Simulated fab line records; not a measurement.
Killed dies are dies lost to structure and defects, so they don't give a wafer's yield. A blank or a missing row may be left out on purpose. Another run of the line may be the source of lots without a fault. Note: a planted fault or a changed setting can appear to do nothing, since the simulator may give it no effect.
The tool behind it: which one? | flow nand-harc | Sampling: 12 lots, 36 wafers, 5 of 1302 route steps

## WHAT EACH GAUGE READ, for each wafer
NHARC_THIN_TSV_CD_MEAS_37. Usual: cd-nm reads 4999 nm (standard deviation 3.1).
lot  | measured     | on        | cd-nm (nm)     | flag
L637 | day 23 17:33 | cd-sem-02 | 5000 5001 4998 |
L638 | day 24 09:22 | cd-sem-02 | 4998 4999 5000 |
L646 | day 28 02:13 | cd-sem-02 | 4996 4996 5001 |
L650 | day 29 07:59 | cd-sem-02 | 5004 4999 4999 |
L652 | day 30 06:20 | cd-sem-03 | 5001 5000 4994 |
L653 | day 30 10:46 | cd-sem-01 | 5000 5006 4999 |
L656 | day 31 10:53 | cd-sem-01 | 4995 4999 5000 |
L655 | day 31 11:59 | cd-sem-02 | 4999 5002 5002 |
L657 | day 31 17:40 | cd-sem-03 | 4995 5002 5003 |
L658 | day 32 20:50 | cd-sem-01 | 5001 4994 4997 |
L659 | day 32 22:14 | cd-sem-03 | 5000 4991 4997 |
L660 | day 33 07:24 | cd-sem-01 | 4997 4998 4996 |

NHARC_END_SORT_01. Usual: killed-at-array 52, standard deviation 18; killed-at-other 1.0, standard deviation 1.4; killed-at-periphery 3.1, standard deviation 2.3; killed-dies 56, standard deviation 17; killed-open 3.0, standard deviation 1.7; killed-short 2.5, standard deviation 1.7.
lot  | measured     | on        | killed-at-array | killed-at-other | killed-at-periphery | killed-dies | killed-open | killed-short | flag
L637 | day 24 02:51 | prober-02 | 56 41 41        | 1 0 1           | 2 4 1               | 59 45 43    | 3 4 4       | 5 3 4        |
L638 | day 24 15:46 | prober-01 | 40 35 32        | 0 0 0           | 4 3 4               | 44 38 36    | 3 3 6       | 0 5 4        |
L646 | day 28 11:28 | prober-02 | 70 115 47       | 0 0 0           | 1 2 3               | 71 117 50   | 2 1 1       | 2 3 1        |
L652 | day 30 14:38 | prober-02 | 74 60 86        | 2 0 0           | 3 1 4               | 79 61 90    | 2 3 4       | 1 2 3        |
L653 | day 30 23:15 | prober-02 | 49              | 2               | 7                   | 58          | 3           | 1            |
L656 | day 31 18:24 | prober-02 | 44 36 31        | 2 1 2           | 6 9 10              | 52 46 43    | 4 1 2       | 1 3 0        |
L655 | day 31 19:13 | prober-01 | 68 62 58        | 1 0 0           | 4 4 2               | 73 66 60    | 3 5 0       | 1 3 2        |

## EACH LOT AND THE TOOL THAT RAN IT (in order: tool; ch and the chambers of the sampled wafers; start)
lot  | NHARC_A_CONTACT_ETCH_131             | NHARC_THIN_TSV_PRE_CLEAN_50             | NHARC_THIN_TSV_PVD_51
L637 | har-cap-etch-02 ch 0,1, day 21 11:12 | pvd-sputter-01, day 23 17:33 or earlier | pvd-sputter-01, day 23 17:33 or earlier
L638 | har-cap-etch-03 ch 0,1, day 22 10:30 | pvd-sputter-02, day 24 09:22 or earlier | pvd-sputter-02, day 24 09:22 or earlier
L646 | har-cap-etch-02 ch 0,1, day 25 23:58 | pvd-sputter-03, day 28 02:13 or earlier | pvd-sputter-03, day 28 02:13 or earlier
L650 | har-cap-etch-03 ch 0,1, day 27 07:04 | pvd-sputter-01, day 29 07:59 or earlier | pvd-sputter-01, day 29 07:59 or earlier
L652 | har-cap-etch-01 ch 0,1, day 28 04:40 | pvd-sputter-01, day 30 06:20 or earlier | pvd-sputter-01, day 30 06:20 or earlier
L653 | har-cap-etch-03 ch 0,1, day 28 11:37 | pvd-sputter-02, day 30 10:46 or earlier | pvd-sputter-02, day 30 10:46 or earlier
L656 | har-cap-etch-02 ch 0,1, day 29 12:25 | pvd-sputter-03, day 31 10:53 or earlier | pvd-sputter-03, day 31 10:53 or earlier
L655 | har-cap-etch-01 ch 0, day 29 13:33   | pvd-sputter-03, day 31 11:59 or earlier | pvd-sputter-03, day 31 11:59 or earlier
L657 | har-cap-etch-03 ch 0,1, day 29 18:28 | pvd-sputter-03, day 31 17:40 or earlier | pvd-sputter-03, day 31 17:40 or earlier
L658 | har-cap-etch-01 ch 0,1, day 30 12:38 | pvd-sputter-03, day 32 20:50 or earlier | pvd-sputter-03, day 32 20:50 or earlier
L659 | har-cap-etch-03 ch 1, day 30 13:13   | pvd-sputter-02, day 32 22:14 or earlier | pvd-sputter-02, day 32 22:14 or earlier
L660 | har-cap-etch-01 ch 0,1, day 31 08:23 | pvd-sputter-01, day 33 07:24 or earlier | pvd-sputter-01, day 33 07:24 or earlier
- NHARC_A_CONTACT_ETCH_131: etches the open film in C4F8/O2/Ar, time 197 s, target depth 1918 nm.
- NHARC_THIN_TSV_PRE_CLEAN_50: time 30 s.
- NHARC_THIN_TSV_PVD_51: deposits Cu, target thk 100 nm.

## WHAT THE TOOLS THEMSELVES READ (means of the sampled wafers that have a number; where no wafer has one, the mark that the record gives instead)
NHARC_THIN_TSV_PRE_CLEAN_50. Usual: heater-power-w reads 408 W (standard deviation 42).
lot  | tool           | heater-power-w (W) | flag
L637 | pvd-sputter-01 | 394                |
L638 | pvd-sputter-02 | 391                |
L646 | pvd-sputter-03 | 403                |
L650 | pvd-sputter-01 | 385                |
L652 | pvd-sputter-01 | 393                |
L653 | pvd-sputter-02 | 411                |
L656 | pvd-sputter-03 | 441                |
L655 | pvd-sputter-03 | 428                |
L657 | pvd-sputter-03 | 382                |
L658 | pvd-sputter-03 | 379                |
L659 | pvd-sputter-02 | 412                |
L660 | pvd-sputter-01 | 410                |

NHARC_THIN_TSV_PVD_51. Usual: throttle-valve-pct reads 30.2 % (standard deviation 1.1).
lot  | tool           | throttle-valve-pct (%) | flag
L637 | pvd-sputter-01 | 31.1                   |
L638 | pvd-sputter-02 | 30.0                   |
L646 | pvd-sputter-03 | 29.4                   |
L650 | pvd-sputter-01 | 31.0                   |
L652 | pvd-sputter-01 | 30.9                   |
L653 | pvd-sputter-02 | 28.8                   |
L656 | pvd-sputter-03 | 29.6                   |
L655 | pvd-sputter-03 | 29.6                   |
L657 | pvd-sputter-03 | 29.5                   |
L658 | pvd-sputter-03 | 30.4                   |
L659 | pvd-sputter-02 | 29.6                   |
L660 | pvd-sputter-01 | 31.5                   |

## THE ANSWER, worked out from the rows above alone
Rule: a lot counts as off when the mean over its wafers that have a number is more than 3 standard deviations away from the usual mean. A lot without any number at a reading at which 4 lots or more have one is off too. Any other lot the step has rows for is counted as sound. Order of review: gauges by route order, followed by the tools' own readings, for which a lot's mean as printed above is used. The first step at which some lot is off is used, and at that step the reading that is off furthest; a lot without a number counts as furthest.
None of the lots is off at any reading shown; this tells nothing.

## WHAT HAD BEEN PUT IN BY THE SIMULATOR
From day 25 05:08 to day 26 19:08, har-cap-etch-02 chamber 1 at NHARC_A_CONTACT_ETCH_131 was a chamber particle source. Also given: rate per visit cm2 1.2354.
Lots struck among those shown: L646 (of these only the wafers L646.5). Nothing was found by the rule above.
